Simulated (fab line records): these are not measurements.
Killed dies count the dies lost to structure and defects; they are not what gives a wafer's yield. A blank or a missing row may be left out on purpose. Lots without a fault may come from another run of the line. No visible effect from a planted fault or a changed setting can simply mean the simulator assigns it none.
Split-lot trial -- flow n5Finfet -- 21 wafers read from 7 lots, route of 1938 steps

THE SPLIT ITSELF
At N5_BEOL_M11_ETCH_66 (etches SOC in N2/H2, target depth 120 nm, overetch 24 nm, time 180 s), the setting timeS was moved away from the recipe's 180 s on 10 of the 21 wafers read, by -12.7% to +21.7%. The other wafers ran this setting at the recipe's value.

The reading comes from the split's own step.

THE READING
SiARC_of_BEOL_M11_COAT_64.thkNm (the simulator's own value, which no gauge read), in nm, at N5_BEOL_M11_ETCH_66 (etches SOC in N2/H2, target depth 120 nm, overetch 24 nm, time 180 s). The file does not state a usual value for it. Average 22.6 nm, standard deviation 0.18 nm, over the 11 wafers here run with the recipe.

wafer,"tool, chamber at the split","timeS as run, s",against the recipe,"SiARC_of_BEOL_M11_COAT_64.thkNm, nm",against lot-mates on the recipe
L077.2,"rieDiel-01, 2,3",180,recipe,22.6,-
L077.4,"rieDiel-01, 2,3",180,recipe,22.6,-
L077.6,"rieDiel-01, 0",193.1,+7.3%,22,-0.6
L079.1,"rieDiel-03, 0,1",180,recipe,22.6,-
L079.3,"rieDiel-03, 0,1",180,recipe,22.6,-
L079.6,"rieDiel-03, 0",219.1,+21.7%,21.2,-1.4
L081.4,"rieDiel-01, 3",180,recipe,22.4,-
L081.5,"rieDiel-01, 0",157.2,-12.7%,23.2,+0.6
L081.6,"rieDiel-01, 1",180,recipe,22.8,-
L083.2,"rieDiel-01, 2",180,recipe,22.4,-
L083.3,"rieDiel-01, 3",180,recipe,22.6,-
L083.6,"rieDiel-01, 2",180,recipe,22.2,-
L088.1,"rieDiel-01, 2,3",165.6,-8.0%,23.2,+0.4
L088.6,"rieDiel-01, 2,3",165.6,-8.0%,23.2,+0.4
L088.3,"rieDiel-01, 1",180,recipe,22.8,-
L086.1,"rieDiel-04, 0",206.2,+14.6%,21.8,-1.0
L086.4,"rieDiel-04, 3",206.2,+14.6%,21.6,-1.2
L086.6,"rieDiel-04, 2",180,recipe,22.8,-
L092.2,"rieDiel-03, 3",193.8,+7.7%,22.2,no lot-mate on the recipe
L092.4,"rieDiel-03, 2,0",193.8,+7.7%,22.4,no lot-mate on the recipe
L092.5,"rieDiel-03, 2,0",193.8,+7.7%,22.4,no lot-mate on the recipe
When a row names more than one chamber, that row covers several wafers, and the file does not tell which wafer ran in which chamber.

THE FIT
A straight line over all 21 wafers: SiARC_of_BEOL_M11_COAT_64.thkNm changes by -0.0599 nm for each +1% of timeS; r = -0.94; the points scatter about the line by 0.18 nm.
The same after taking each lot's own level away (the mean of its wafers on the recipe; 18 wafers): -0.0641 nm for each +1%; r = -0.97; scatter 0.13 nm.
That fit puts the effect of the largest move of timeS on the reading at 1.4 nm.
Across the lots, their own levels run from 22.40 to 22.80 nm, a range of 2.2 times the standard deviation given above.
The two slopes agree, so the slope changes little with the lot-to-lot level.
Check: for one of the wafers moved furthest among these (+21.7%), held out of the fit, the line's prediction against its lot-mates is -1.47 nm. It came out at -1.4 nm against them.

THE OTHER SPLITS THESE WAFERS WENT THROUGH
These wafers also went through other splits before the reading. Each is held against what the fit with the lots' levels taken away leaves over:
other split on the same wafers,wafers away from the commonest value,r with SiARC_of_BEOL_M11_COAT_64.thkNm (lot level and that fit taken away)
N5_BEOL_M11_COAT_59 spinRpm,6,+0.04
N5_BEOL_M11_COAT_22 spinRpm,5,-0.40

THE FILE'S OWN FIT
SiARC_of_BEOL_M11_COAT_64.thkNm changes by -0.0641 nm for each +1% of timeS, r = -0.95.
